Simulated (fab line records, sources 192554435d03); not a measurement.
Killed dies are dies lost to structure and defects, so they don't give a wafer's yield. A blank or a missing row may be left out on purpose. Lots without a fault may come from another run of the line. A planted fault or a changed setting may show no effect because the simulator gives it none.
Chamber matching | flow n5_finfet | N5_MOL_CONTACT_COAG_ALD_123 on ald_sin-01: 4 sister chambers
The step deposits SiNx, target thk 5 nm, pulse time 1 s, purge time 2 s. 18 wafers are shown with their chamber, then 9 later ones without.

WAFERS WITH THEIR CHAMBER
wafer  | chamber | heater_power_outer_w (W) | heater_power_w (W) | precursor_pulse_height_rel
L079.1 | 0       | 433                      | 804                | 1.003
L079.3 | 2       | 508                      | 824                | 0.993
L079.5 | 3       | 593                      | 929                | 0.993
L083.2 | 2       | 510                      | 800                | 0.979
L083.3 | 1       | 511                      | 782                | 0.986
L083.6 | 3       | 591                      | 937                | 1.000
L084.1 | 2       | 518                      | 831                | 0.988
L084.5 | 3       | 581                      | 960                | 0.991
L084.6 | 0       | 436                      | 816                | 0.978
L085.2 | 2       | 520                      | 839                | 0.995
L085.3 | 0       | 435                      | 832                | 0.960
L085.4 | 3       | 599                      | 940                | 0.984
L086.1 | 1       | 520                      | 801                | 1.018
L086.3 | 0       | 446                      | 830                | 0.984
L086.4 | 2       | 511                      | 800                | 1.000
L087.2 | 0       | 438                      | 796                | 1.003
L087.3 | 2       | 519                      | 812                | 0.990
L087.5 | 1       | 523                      | 801                | 1.011

SIGNATURES (means of the wafers above)
reading                    | chamber 0 | chamber 1 | chamber 2 | chamber 3 | scatter within a chamber
heater_power_outer_w       | 437.60    | 518.00    | 514.33    | 591.00    | 5.88
heater_power_w             | 815.60    | 794.67    | 817.67    | 941.50    | 14.8
precursor_pulse_height_rel | 0.98560   | 1.00500   | 0.99083   | 0.99200   | 0.0127
Rule: a wafer's distance from a chamber is the root of the sum, over the readings, of the square of ((its reading less the chamber's mean) divided by the reading's scatter). The wafer belongs to the nearest chamber; if the next one is less than 2 further off, it can't be placed. The scatter: the root of (the sum of the squares of (reading less its chamber's mean) over the shown wafers, divided by (wafers less chambers)).

WAFERS WITHOUT THEIR CHAMBER
wafer  | heater_power_outer_w (W) | heater_power_w (W) | precursor_pulse_height_rel
L088.2 | 586                      | 961                | 1.021
L088.3 | 517                      | 808                | 1.012
L088.5 | 510                      | 838                | 1.029
L094.2 | 516                      | 818                | 1.043
L094.5 | 516                      | 844                | 1.006
L094.6 | 508                      | 793                | 1.023
L096.4 | 522                      | 809                | 1.039
L096.5 | 592                      | 936                | 0.986
L096.6 | 503                      | 821                | 0.984

WHICH CHAMBER EACH WENT THROUGH
wafer  | from the rows above     | in truth
L088.2 | 3                       | 3
L088.3 | can't be placed: 1 or 2 | 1
L088.5 | can't be placed: 2 or 1 | 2
L094.2 | can't be placed: 1 or 2 | 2
L094.5 | can't be placed: 2 or 1 | 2
L094.6 | can't be placed: 1 or 2 | 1
L096.4 | can't be placed: 1 or 2 | 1
L096.5 | 3                       | 3
L096.6 | can't be placed: 2 or 1 | 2
Placed correctly: 2 of 9. Can't be placed from these rows: 7 (the true chamber is among the candidates in 7). Placed wrongly: 0.
